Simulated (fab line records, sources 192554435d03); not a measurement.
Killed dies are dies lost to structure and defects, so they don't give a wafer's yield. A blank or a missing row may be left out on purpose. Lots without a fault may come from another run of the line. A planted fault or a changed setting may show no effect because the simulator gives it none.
Which tool did it? | flow n5_finfet | 23 lots, 69 wafers sampled, at 6 steps of a route of 1938

WHAT THE GAUGES READ, wafer by wafer
N5_BEOL_M5_THK_MEAS_01. Usual: M5_ILD_THK 121.8 nm, standard deviation 1.6.
lot  | measured     | on            | M5_ILD_THK (nm)   | flag
L074 | day 7 23:52  | film_metro-01 | 119.0 121.5 121.6 |
L075 | day 8 02:28  | film_metro-01 | 124.8 121.3 121.5 |
L076 | day 8 14:36  | film_metro-01 | 122.6 120.0 120.7 |
L078 | day 8 18:56  | film_metro-02 | 119.8 119.5 122.4 |
L077 | day 8 22:59  | film_metro-01 | 120.6 122.2 123.3 |
L079 | day 8 23:46  | film_metro-01 | 123.0 121.4 125.0 |
L080 | day 9 02:57  | film_metro-02 | 121.9 123.7 123.8 |
L081 | day 9 10:55  | film_metro-01 | 120.7 120.2 121.4 |
L083 | day 10 03:58 | film_metro-01 | 119.1 120.4 121.2 |
L084 | day 10 07:10 | film_metro-02 | 121.2 121.2 122.6 |
L085 | day 10 13:03 | film_metro-02 | 121.2 122.1 125.8 |
L086 | day 10 17:18 | film_metro-01 | 121.0 124.0 125.6 |
L087 | day 11 07:40 | film_metro-02 | 123.3 121.4 121.4 |
L089 | day 11 09:04 | film_metro-01 | 119.9 122.3 125.0 |
L088 | day 11 18:52 | film_metro-01 | 119.6 121.9 122.6 |
L090 | day 12 00:50 | film_metro-02 | 122.2 123.1 123.3 |
L091 | day 12 03:43 | film_metro-01 | 120.5 121.4 123.8 |
L093 | day 12 13:36 | film_metro-02 | 120.0 122.2 122.5 |
L092 | day 12 18:54 | film_metro-01 | 118.7 123.3 124.7 |
L094 | day 13 01:32 | film_metro-01 | 120.6 122.2 122.6 |
L095 | day 12 23:31 | film_metro-02 | 121.7 122.1 122.1 |
L096 | day 13 08:52 | film_metro-02 | 121.6 120.2 120.6 |
L097 | day 14 00:13 | film_metro-02 | 120.3 123.3 121.2 |

WHICH TOOL RAN EACH LOT (tool, then ch and the chambers of the sampled wafers, then the start)
lot  | N5_BEOL_M4_PECVD_72             | N5_BEOL_M4_ETCH_63                 | N5_BEOL_M4_STRIP_19                | N5_BEOL_M4_ALD_98                 | N5_BEOL_M4_STRIP_97
L074 | pecvd-03 ch 1,2, day 7 13:02    | rie_diel-01 ch 0,1,2, day 7 15:10  | rie_diel-04 ch 0,2,3, day 7 15:32  | ald_sin-03 ch 0,1,3, day 7 16:10  | rie_diel-05 ch 0,1,2, day 7 23:52 or earlier
L075 | pecvd-03 ch 0,1,2, day 7 15:28  | rie_diel-04 ch 0,1,3, day 7 16:04  | rie_diel-04 ch 0,1, day 7 16:23    | ald_sin-03 ch 0,1,2, day 7 17:38  | rie_diel-04 ch 0,1,3, day 8 02:28 or earlier
L076 | pecvd-01 ch 0,1,2, day 7 21:34  | rie_diel-05 ch 1,2, day 7 22:29    | rie_diel-05 ch 0,3, day 7 22:47    | ald_sin-02 ch 1,3, day 7 23:52    | rie_diel-01 ch 0,2, day 8 14:36 or earlier
L078 | pecvd-03 ch 0,1, day 8 06:08    | rie_diel-01 ch 0,1,3, day 8 07:04  | rie_diel-05 ch 1,2,3, day 8 07:23  | ald_sin-03 ch 1,2,3, day 8 08:10  | rie_diel-01 ch 0,1,2, day 8 18:56 or earlier
L077 | pecvd-01 ch 0,2, day 8 07:27    | rie_diel-04 ch 1,2, day 8 11:46    | rie_diel-05 ch 2,3, day 8 12:15    | ald_sin-02 ch 0,1,2, day 8 14:40  | rie_diel-04 ch 1,2, day 8 22:59 or earlier
L079 | pecvd-03 ch 0,1,2, day 8 13:36  | rie_diel-04 ch 0,1,3, day 8 16:19  | rie_diel-01 ch 1,2, day 8 16:47    | ald_sin-02 ch 0,1,2, day 8 17:33  | rie_diel-01 ch 1,2, day 8 23:46 or earlier
L080 | pecvd-03 ch 0,1, day 8 17:51    | rie_diel-01 ch 0,1,2, day 8 18:59  | rie_diel-01 ch 1,2,3, day 8 19:26  | ald_sin-01 ch 0,1,3, day 8 20:08  | rie_diel-01 ch 0,2,3, day 9 02:57 or earlier
L081 | pecvd-04 ch 1,2, day 8 22:08    | rie_diel-01 ch 0,2, day 8 23:18    | rie_diel-05 ch 0,2,3, day 8 23:43  | ald_sin-03 ch 2,3, day 9 00:28    | rie_diel-01 ch 2,3, day 9 10:55 or earlier
L083 | pecvd-01 ch 1,2, day 9 16:08    | rie_diel-04 ch 1,3, day 9 18:59    | rie_diel-04 ch 0,1,3, day 9 19:25  | ald_sin-01 ch 0,1,2, day 9 20:11  | rie_diel-01 ch 1,2, day 10 03:58 or earlier
L084 | pecvd-03 ch 0,1, day 9 20:15    | rie_diel-01 ch 0,1,3, day 9 23:07  | rie_diel-05 ch 0,2,3, day 9 23:25  | ald_sin-03 ch 1,3, day 10 00:13   | rie_diel-04 ch 2,3, day 10 07:10 or earlier
L085 | pecvd-03 ch 0,1,2, day 9 23:49  | rie_diel-05 ch 0,1, day 10 01:46   | rie_diel-05 ch 0,1,3, day 10 02:14 | ald_sin-01 ch 0,2,3, day 10 02:53 | rie_diel-04 ch 2,3, day 10 13:03 or earlier
L086 | pecvd-01 ch 0,1, day 10 06:07   | rie_diel-01 ch 0,1,3, day 10 08:10 | rie_diel-01 ch 1,2, day 10 08:31   | ald_sin-02 ch 0,1, day 10 09:17   | rie_diel-01 ch 0,2, day 10 17:18 or earlier
L087 | pecvd-04 ch 0,1, day 10 15:55   | rie_diel-04 ch 0,1,3, day 10 18:51 | rie_diel-05 ch 2,3, day 10 19:13   | ald_sin-03 ch 0,1,3, day 10 20:08 | rie_diel-01 ch 0,2,3, day 11 07:40 or earlier
L089 | pecvd-04 ch 0,1,2, day 10 22:18 | rie_diel-04 ch 0,1,3, day 10 23:52 | rie_diel-01 ch 0,2,3, day 11 00:11 | ald_sin-01 ch 0,2,3, day 11 00:57 | rie_diel-04 ch 0,1,3, day 11 09:04 or earlier
L088 | pecvd-03 ch 0,1,2, day 11 08:32 | rie_diel-05 ch 1,2,3, day 11 09:44 | rie_diel-04 ch 0,3, day 11 10:07   | ald_sin-02 ch 0,1,3, day 11 11:03 | rie_diel-01 ch 0,2,3, day 11 18:52 or earlier
L090 | pecvd-01 ch 0,1,2, day 11 11:22 | rie_diel-04 ch 0,1,3, day 11 12:14 | rie_diel-01 ch 0,1,2, day 11 12:32 | ald_sin-03 ch 0,1,3, day 11 13:13 | rie_diel-04 ch 1,2, day 12 00:50 or earlier
L091 | pecvd-01 ch 0,2, day 11 14:46   | rie_diel-04 ch 0,2,3, day 11 16:50 | rie_diel-01 ch 2,3, day 11 17:15   | ald_sin-02 ch 0,3, day 11 18:14   | rie_diel-05 ch 0,2,3, day 12 03:43 or earlier
L093 | pecvd-04 ch 0,1, day 11 23:08   | rie_diel-01 ch 0,2, day 12 00:36   | rie_diel-01 ch 0,2, day 12 00:55   | ald_sin-01 ch 1,2,3, day 12 01:53 | rie_diel-01 ch 0,2,3, day 12 13:36 or earlier
L092 | pecvd-04 ch 0,1, day 12 00:58   | rie_diel-05 ch 0,1,2, day 12 02:02 | rie_diel-05 ch 1,2,3, day 12 02:20 | ald_sin-03 ch 0,1,3, day 12 03:02 | rie_diel-01 ch 2,3, day 12 18:54 or earlier
L094 | pecvd-04 ch 1,2, day 12 07:31   | rie_diel-01 ch 0,2,3, day 12 09:01 | rie_diel-04 ch 0,2,3, day 12 09:20 | ald_sin-01 ch 0,1, day 12 10:06   | rie_diel-04 ch 0,1,3, day 13 01:32 or earlier
L095 | pecvd-03 ch 0,1,2, day 12 09:17 | rie_diel-05 ch 0,1,3, day 12 11:55 | rie_diel-01 ch 0,3, day 12 12:13   | ald_sin-01 ch 0,1,3, day 12 13:08 | rie_diel-05 ch 2,3, day 12 23:31 or earlier
L096 | pecvd-01 ch 1,2, day 12 19:25   | rie_diel-05 ch 0,2,3, day 12 22:13 | rie_diel-05 ch 0,1, day 12 22:32   | ald_sin-03 ch 0,2,3, day 12 23:12 | rie_diel-04 ch 0,3, day 13 08:52 or earlier
L097 | pecvd-04 ch 0,1, day 13 10:52   | rie_diel-04 ch 0,1, day 13 12:14   | rie_diel-01 ch 2,3, day 13 12:37   | ald_sin-02 ch 0,1,2, day 13 13:23 | rie_diel-05 ch 1,3, day 14 00:13 or earlier
- N5_BEOL_M4_PECVD_72: deposits SiO2 from TEOS/O2, target thk 16 nm, time 18 s.
- N5_BEOL_M4_ETCH_63: etches SiARC in CF4, target depth 15.6 nm, time 26 s.
- N5_BEOL_M4_STRIP_19: strips in O2.
- N5_BEOL_M4_ALD_98: deposits SiO2, target thk 2.5 nm, pulse time 1 s, co reactant pulse time 1 s.
- N5_BEOL_M4_STRIP_97: strips in N2/H2, time 10 s.

WHAT THE TOOLS THEMSELVES READ (means of the sampled wafers that have a number; where no wafer has one, the mark that the record gives instead)
N5_BEOL_M4_PECVD_72. Usual: heater_power_outer_w 396 W, standard deviation 59; heater_power_w 686 W, standard deviation 77; showerhead_plenum_p_Torr 8.78 Torr, standard deviation 0.05; throttle_valve_pct 23.0 %, standard deviation 0.83.
lot  | tool     | heater_power_outer_w (W) | heater_power_w (W) | showerhead_plenum_p_Torr (Torr) | throttle_valve_pct (%) | flag
L074 | pecvd-03 | 398                      | 674                | 8.76                            | 21.9                   |
L075 | pecvd-03 | 395                      | 676                | 8.78                            | 22.9                   |
L076 | pecvd-01 | 367                      | 690                | 8.77                            | 23.1                   |
L078 | pecvd-03 | 371                      | 637                | 8.81                            | 23.9                   |
L077 | pecvd-01 | 356                      | 637                | 8.78                            | 22.6                   |
L079 | pecvd-03 | 395                      | 664                | 8.77                            | 22.9                   |
L080 | pecvd-03 | 404                      | 670                | 8.73                            | 23.3                   |
L081 | pecvd-04 | 421                      | 703                | 8.79                            | 22.6                   |
L083 | pecvd-01 | 406                      | 730                | 8.79                            | 22.6                   |
L084 | pecvd-03 | 384                      | 669                | 8.80                            | 23.7                   |
L085 | pecvd-03 | 376                      | 656                | 8.76                            | 23.0                   |
L086 | pecvd-01 | 383                      | 717                | 8.79                            | 23.5                   |
L087 | pecvd-04 | 472                      | 783                | 8.79                            | 22.4                   |
L089 | pecvd-04 | 450                      | 745                | 8.78                            | 22.8                   |
L088 | pecvd-03 | 410                      | 688                | 8.77                            | 23.1                   |
L090 | pecvd-01 | 383                      | 692                | 8.78                            | 23.0                   |
L091 | pecvd-01 | 394                      | 685                | 8.80                            | 22.8                   |
L093 | pecvd-04 | 411                      | 683                | 8.77                            | 22.9                   |
L092 | pecvd-04 | 460                      | 758                | 8.80                            | 22.6                   |
L094 | pecvd-04 | 458                      | 735                | 8.76                            | 22.8                   |
L095 | pecvd-03 | 412                      | 681                | 8.78                            | 23.1                   |
L096 | pecvd-01 | 320                      | 615                | 8.79                            | 22.6                   |
L097 | pecvd-04 | 370                      | 630                | 8.77                            | 23.0                   |

N5_BEOL_M4_ETCH_63. Usual: drypump_motor_current_A 5.7 A, standard deviation 0.48; etch_rf_on_time_s 26.2 s, standard deviation 0.64; oes_product_au 0.69 a.u., standard deviation 0.063; rf_vpp_V 183.8 V, standard deviation 0.98; showerhead_plenum_p_Torr 2.13 Torr, standard deviation 0.05; throttle_valve_pct 15.65 %, standard deviation 0.23.
lot  | tool        | drypump_motor_current_A (A) | etch_rf_on_time_s (s) | oes_product_au (a.u.) | rf_vpp_V (V) | showerhead_plenum_p_Torr (Torr) | throttle_valve_pct (%) | flag
L074 | rie_diel-01 | 5.8                         | 26.1                  | 0.64                  | 184.6        | 2.17                            | 15.86                  |
L075 | rie_diel-04 | 5.8                         | 25.8                  | 0.74                  | 183.3        | 2.12                            | 15.48                  |
L076 | rie_diel-05 | 6.4                         | 27.0                  | 0.65                  | 184.2        | 2.11                            | 15.83                  |
L078 | rie_diel-01 | 6.0                         | 26.4                  | 0.65                  | 184.0        | 2.15                            | 15.90                  |
L077 | rie_diel-04 | 5.4                         | 26.1                  | 0.77                  | 183.2        | 2.12                            | 15.38                  |
L079 | rie_diel-04 | 5.8                         | 25.9                  | 0.73                  | 183.8        | 2.11                            | 15.49                  |
L080 | rie_diel-01 | 5.8                         | 26.0                  | 0.63                  | 184.1        | 2.17                            | 15.87                  |
L081 | rie_diel-01 | 6.0                         | 26.2                  | 0.66                  | 184.4        | 2.20                            | 15.76                  |
L083 | rie_diel-04 | 5.8                         | 25.6                  | 0.76                  | 184.2        | 2.12                            | 15.43                  |
L084 | rie_diel-01 | 6.0                         | 26.2                  | 0.64                  | 184.3        | 2.14                            | 15.92                  |
L085 | rie_diel-05 | 5.3                         | 25.4                  | 0.73                  | 183.7        | 2.09                            | 15.52                  |
L086 | rie_diel-01 | 6.0                         | 26.6                  | 0.64                  | 183.9        | 2.14                            | 15.93                  |
L087 | rie_diel-04 | 5.8                         | 26.0                  | 0.71                  | 183.0        | 2.11                            | 15.51                  |
L089 | rie_diel-04 | 5.8                         | 26.1                  | 0.70                  | 182.8        | 2.11                            | 15.52                  |
L088 | rie_diel-05 | 5.8                         | 26.9                  | 0.68                  | 184.7        | 2.10                            | 15.73                  |
L090 | rie_diel-04 | 5.8                         | 26.0                  | 0.70                  | 183.5        | 2.11                            | 15.53                  |
L091 | rie_diel-04 | 5.8                         | 26.2                  | 0.71                  | 182.4        | 2.08                            | 15.42                  |
L093 | rie_diel-01 | 5.6                         | 26.2                  | 0.64                  | 184.8        | 2.20                            | 15.78                  |
L092 | rie_diel-05 | 5.9                         | 26.7                  | 0.65                  | 183.6        | 2.09                            | 15.72                  |
L094 | rie_diel-01 | 5.9                         | 26.4                  | 0.64                  | 184.4        | 2.19                            | 15.82                  |
L095 | rie_diel-05 | 5.3                         | 25.9                  | 0.71                  | 183.3        | 2.09                            | 15.57                  |
L096 | rie_diel-05 | 5.6                         | 26.6                  | 0.67                  | 184.5        | 2.10                            | 15.76                  |
L097 | rie_diel-04 | 5.6                         | 26.2                  | 0.67                  | 183.9        | 2.12                            | 15.66                  |

N5_BEOL_M4_STRIP_19. Usual: drypump_motor_current_A 5.7 A, standard deviation 0.51; oes_product_au 0.80 a.u., standard deviation 0.08; rf_vpp_V 3.6 V, standard deviation 0.46; showerhead_plenum_p_Torr 2.08 Torr, standard deviation 0.045; throttle_valve_pct 16.73 %, standard deviation 0.26.
lot  | tool        | drypump_motor_current_A (A) | oes_product_au (a.u.) | rf_vpp_V (V) | showerhead_plenum_p_Torr (Torr) | throttle_valve_pct (%) | flag
L074 | rie_diel-04 | 5.8                         | 0.90                  | 4.0          | 2.05                            | 16.46                  |
L075 | rie_diel-04 | 5.6                         | 0.85                  | 3.6          | 2.10                            | 16.65                  |
L076 | rie_diel-05 | 5.0                         | 0.92                  | 3.6          | 2.05                            | 16.44                  |
L078 | rie_diel-05 | 5.8                         | 0.84                  | 3.3          | 2.06                            | 16.75                  |
L077 | rie_diel-05 | 5.5                         | 0.88                  | 3.5          | 2.05                            | 16.65                  |
L079 | rie_diel-01 | 5.6                         | 0.71                  | 3.7          | 2.11                            | 17.14                  |
L080 | rie_diel-01 | 5.7                         | 0.74                  | 3.6          | 2.11                            | 16.91                  |
L081 | rie_diel-05 | 5.6                         | 0.83                  | 3.9          | 2.04                            | 16.67                  |
L083 | rie_diel-04 | 5.8                         | 0.84                  | 4.2          | 2.06                            | 16.57                  |
L084 | rie_diel-05 | 5.6                         | 0.83                  | 3.8          | 2.04                            | 16.67                  |
L085 | rie_diel-05 | 5.3                         | 0.87                  | 3.8          | 2.04                            | 16.58                  |
L086 | rie_diel-01 | 5.5                         | 0.72                  | 3.5          | 2.14                            | 16.94                  |
L087 | rie_diel-05 | 5.6                         | 0.85                  | 3.9          | 2.05                            | 16.68                  |
L089 | rie_diel-01 | 5.9                         | 0.76                  | 3.7          | 2.12                            | 16.73                  |
L088 | rie_diel-04 | 5.9                         | 0.80                  | 3.4          | 2.02                            | 16.54                  |
L090 | rie_diel-01 | 5.8                         | 0.71                  | 3.5          | 2.12                            | 16.98                  |
L091 | rie_diel-01 | 5.8                         | 0.76                  | 3.2          | 2.11                            | 16.71                  |
L093 | rie_diel-01 | 6.0                         | 0.75                  | 3.8          | 2.13                            | 16.77                  |
L092 | rie_diel-05 | 5.8                         | 0.80                  | 3.9          | 2.05                            | 16.80                  |
L094 | rie_diel-04 | 5.8                         | 0.83                  | 3.5          | 2.03                            | 16.52                  |
L095 | rie_diel-01 | 6.1                         | 0.76                  | 3.2          | 2.09                            | 16.76                  |
L096 | rie_diel-05 | 5.6                         | 0.82                  | 3.0          | 2.05                            | 16.74                  |
L097 | rie_diel-01 | 5.8                         | 0.75                  | 4.0          | 2.11                            | 16.76                  |

N5_BEOL_M4_ALD_98. Usual: heater_power_outer_w 41 W, standard deviation 3.6; heater_power_w 78 W, standard deviation 8; precursor_pulse_height_rel 1.002, standard deviation 0.021.
lot  | tool       | heater_power_outer_w (W) | heater_power_w (W) | precursor_pulse_height_rel | flag
L074 | ald_sin-03 | 44                       | 81                 | 1.031                      |
L075 | ald_sin-03 | 45                       | 86                 | 0.985                      |
L076 | ald_sin-02 | 41                       | 75                 | 1.010                      |
L078 | ald_sin-03 | 42                       | 82                 | 1.004                      |
L077 | ald_sin-02 | 41                       | 76                 | 1.010                      |
L079 | ald_sin-02 | 41                       | 77                 | 1.019                      |
L080 | ald_sin-01 | 38                       | 76                 | 0.980                      |
L081 | ald_sin-03 | 39                       | 75                 | 0.982                      |
L083 | ald_sin-01 | 38                       | 74                 | 1.011                      |
L084 | ald_sin-03 | 44                       | 86                 | 0.989                      |
L085 | ald_sin-01 | 40                       | 81                 | 0.968                      |
L086 | ald_sin-02 | 41                       | 76                 | 1.001                      |
L087 | ald_sin-03 | 43                       | 81                 | 0.994                      |
L089 | ald_sin-01 | 39                       | 79                 | 0.996                      |
L088 | ald_sin-02 | 41                       | 76                 | 0.997                      |
L090 | ald_sin-03 | 43                       | 80                 | 0.995                      |
L091 | ald_sin-02 | 40                       | 76                 | 1.013                      |
L093 | ald_sin-01 | 38                       | 75                 | 1.021                      |
L092 | ald_sin-03 | 43                       | 79                 | 1.020                      |
L094 | ald_sin-01 | 37                       | 70                 | 0.990                      |
L095 | ald_sin-01 | 39                       | 76                 | 0.997                      |
L096 | ald_sin-03 | 41                       | 75                 | 0.992                      |
L097 | ald_sin-02 | 40                       | 78                 | 1.011                      |

N5_BEOL_M4_STRIP_97. Usual: drypump_motor_current_A 5.8 A, standard deviation 0.44; oes_product_au 0.80 a.u., standard deviation 0.069; rf_vpp_V 59.1 V, standard deviation 0.82; showerhead_plenum_p_Torr 2.53 Torr, standard deviation 0.064; throttle_valve_pct 23.8 %, standard deviation 0.38.
lot  | tool        | drypump_motor_current_A (A) | oes_product_au (a.u.) | rf_vpp_V (V) | showerhead_plenum_p_Torr (Torr) | throttle_valve_pct (%) | flag
L074 | rie_diel-05 | 5.9                         | 0.82                  | 59.5         | 2.49                            | 23.9                   |
L075 | rie_diel-04 | 5.8                         | 0.87                  | 59.0         | 2.51                            | 23.6                   |
L076 | rie_diel-01 | 6.0                         | 0.77                  | 59.0         | 2.60                            | 23.8                   |
L078 | rie_diel-01 | 5.8                         | 0.74                  | 58.8         | 2.58                            | 24.1                   |
L077 | rie_diel-04 | 5.4                         | 0.88                  | 58.8         | 2.56                            | 23.5                   |
L079 | rie_diel-01 | 5.6                         | 0.71                  | 59.2         | 2.56                            | 24.3                   |
L080 | rie_diel-01 | 5.9                         | 0.77                  | 59.4         | 2.59                            | 23.8                   |
L081 | rie_diel-01 | 5.8                         | 0.79                  | 59.1         | 2.58                            | 23.7                   |
L083 | rie_diel-01 | 5.5                         | 0.72                  | 59.0         | 2.60                            | 24.1                   |
L084 | rie_diel-04 | 5.6                         | 0.90                  | 59.5         | 2.50                            | 23.5                   |
L085 | rie_diel-04 | 5.6                         | 0.90                  | 59.8         | 2.49                            | 23.4                   |
L086 | rie_diel-01 | 6.0                         | 0.75                  | 58.9         | 2.60                            | 23.9                   |
L087 | rie_diel-01 | 5.9                         | 0.76                  | 59.0         | 2.59                            | 23.8                   |
L089 | rie_diel-04 | 5.8                         | 0.83                  | 59.4         | 2.50                            | 23.6                   |
L088 | rie_diel-01 | 5.9                         | 0.76                  | 59.0         | 2.58                            | 23.8                   |
L090 | rie_diel-04 | 5.4                         | 0.85                  | 59.3         | 2.55                            | 23.5                   |
L091 | rie_diel-05 | 5.6                         | 0.81                  | 59.5         | 2.48                            | 24.1                   |
L093 | rie_diel-01 | 5.9                         | 0.74                  | 58.5         | 2.58                            | 23.9                   |
L092 | rie_diel-01 | 5.5                         | 0.74                  | 59.7         | 2.61                            | 23.8                   |
L094 | rie_diel-04 | 5.8                         | 0.82                  | 59.0         | 2.50                            | 23.6                   |
L095 | rie_diel-05 | 5.6                         | 0.82                  | 59.5         | 2.49                            | 24.0                   |
L096 | rie_diel-04 | 6.0                         | 0.83                  | 59.5         | 2.45                            | 23.5                   |
L097 | rie_diel-05 | 5.3                         | 0.85                  | 58.6         | 2.45                            | 23.5                   |

THE ANSWER, worked out from the rows above alone
Rule: a lot is off if the mean of its wafers that have a number lies more than 3 standard deviations from the usual mean. A lot without any number at a reading at which 4 lots or more have one is off too. The other lots that the step has rows for count as sound. The gauges are gone through in route order, then the tools' own readings, and for those a lot's mean is taken as printed above. The first step at which some lot is off is used, and at that step the reading that is off furthest; a lot without a number counts as furthest.
No lot is off at any reading shown: from this, nothing can be told.

WHAT THE SIMULATOR HAD PUT IN
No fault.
